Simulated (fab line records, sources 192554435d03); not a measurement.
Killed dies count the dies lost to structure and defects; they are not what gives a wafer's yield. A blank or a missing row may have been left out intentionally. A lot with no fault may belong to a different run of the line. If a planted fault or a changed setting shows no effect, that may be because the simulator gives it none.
Comparing a struck lot with a sound one || flow n5-finfet || 34 out of 1938 route steps
Sound: the wafers L747.1, L747.4, L747.6. The struck wafers were L751.3, L751.5, L751.6. The cause comes at the end.
Order at every step that has rows: each side's tool, ch and its chambers, its first start. Under that, the readings that differ: sound wafers || struck wafers || difference of the means || sigmas: that difference in standard deviations of wafers without a fault.
alike: words and numbers the same on both sides, and readings whose means are apart by under 2 such deviations; not compared: readings that were withheld, readings missing a value for some wafer, numbers with overlapping values and no deviation given by the record, and bounds like >300 which may hide the same value.
Wherever a step has rows on one side only, a row that says differs or no value, or a row with sigmas, the two part there. Non-overlapping numbers with no deviation appear without sigmas and do not part them. A reading that every wafer of one side lacks parts them only if that side has two wafers or more.

first, 10 steps without rows for these wafers: N5_BEOL_M6_STRIP_80 (strips in N2/H2, time 10 s); N5_BEOL_M6_HM_STRIP_39 (strips TiN in peroxide tin strip, target depth 25 nm, time 158 s); N5_BEOL_M6_SRD_40 (time 30 s); N5_BEOL_M6_PRECLEAN_42 (cleans in residue remover, time 60 s); N5_BEOL_M6_SRD_43 (time 30 s); N5_BEOL_M6_CURE_75 (cures SiCOH lowk, time 120 s); N5_BEOL_M6_DEGAS_44 (time 60 s); N5_BEOL_M6_PRE_CLEAN_45 (time 30 s); N5_BEOL_M6_ALD_77 (deposits TaN, target thk 2 nm, pulse time 2 s, purge time 3 s); N5_BEOL_M6_SURFACE_TREAT_79.
N5_BEOL_M6_CVD_78: deposits Co from CCTBA/H2, target thk 2 nm, time 142.3 s.
  sound on cvd-co-02 ch 0,1,2, day 10 20:17; struck on cvd-co-02 ch 0,1, day 11 17:36
then, 22 steps without rows for these wafers: N5_BEOL_M6_SPUTTER_48 (material Cu, target thk 10 nm, time 1.667 s); N5_BEOL_M6_ECD_50 (material Cu, target thk 300 nm); N5_BEOL_M6_ANNEAL_51 (time 90 s); N5_BEOL_M6_CMP_52 (polishes, stops on SiCOH lowk, t overpolish 6.9 s, target thk 80 nm); N5_BEOL_M6_PRE_CLEAN_55 (time 15 s); N5_BEOL_M6_DEP_56 (deposits SiCN from 3MS/NH3, target thk 10 nm, time 17.5 s); N5_BEOL_M7_ILD_DEP_00 (deposits SiCOH lowk from DEMS/porogen, target thk 179.75 nm, time 33.4 s); N5_BEOL_M7_CURE_74 (cures SiCOH lowk, time 240 s); N5_BEOL_M7_PECVD_70 (deposits SiO2 from TEOS/O2, target thk 20 nm, time 22.7 s); N5_BEOL_M7_HM_DEP_02 (deposits TiN, target thk 20 nm); N5_BEOL_M7_COAT_59 (time 60 s, resist thk 100 nm); N5_BEOL_M7_COAT_60 (time 60 s, resist thk 35 nm); N5_BEOL_M7_COAT_05 (resist thk 90 nm); N5_BEOL_M7_EBR_07; N5_BEOL_M7_SOFTBAKE_06 (time 60 s); N5_BEOL_M7_EXPOSE_08 (exposes mask M7); N5_BEOL_M7_PEB_09 (peb time 60 s); N5_BEOL_M7_DEVELOP_10 (develop time 30 s); N5_BEOL_M7_DESCUM_16 (chemistry O2, time 7.9 s); N5_BEOL_M7_ETCH_61 (etches SiARC in CF4, target depth 45.5 nm, time 75.8 s); N5_BEOL_M7_ETCH_62 (etches SOC in N2/H2, target depth 110 nm, overetch 22 nm, time 165 s); N5_BEOL_M7_STRIP_68 (strips in N2/H2).
-- the record jumps here: 3 days lie between the struck wafers' starts before and after (it left off in module BEOL_M7 and takes up again in module PASSIVATION, whose first step shown is number 1936 of the route) --
N5_PASSIVATION_PROBE_49:
  record: rows for the struck wafers here (prober-01, day 15 03:55), none for the sound ones

## WHERE THEY PART
Only at N5_PASSIVATION_PROBE_49, within this record.

WHY: whatever the simulator had introduced
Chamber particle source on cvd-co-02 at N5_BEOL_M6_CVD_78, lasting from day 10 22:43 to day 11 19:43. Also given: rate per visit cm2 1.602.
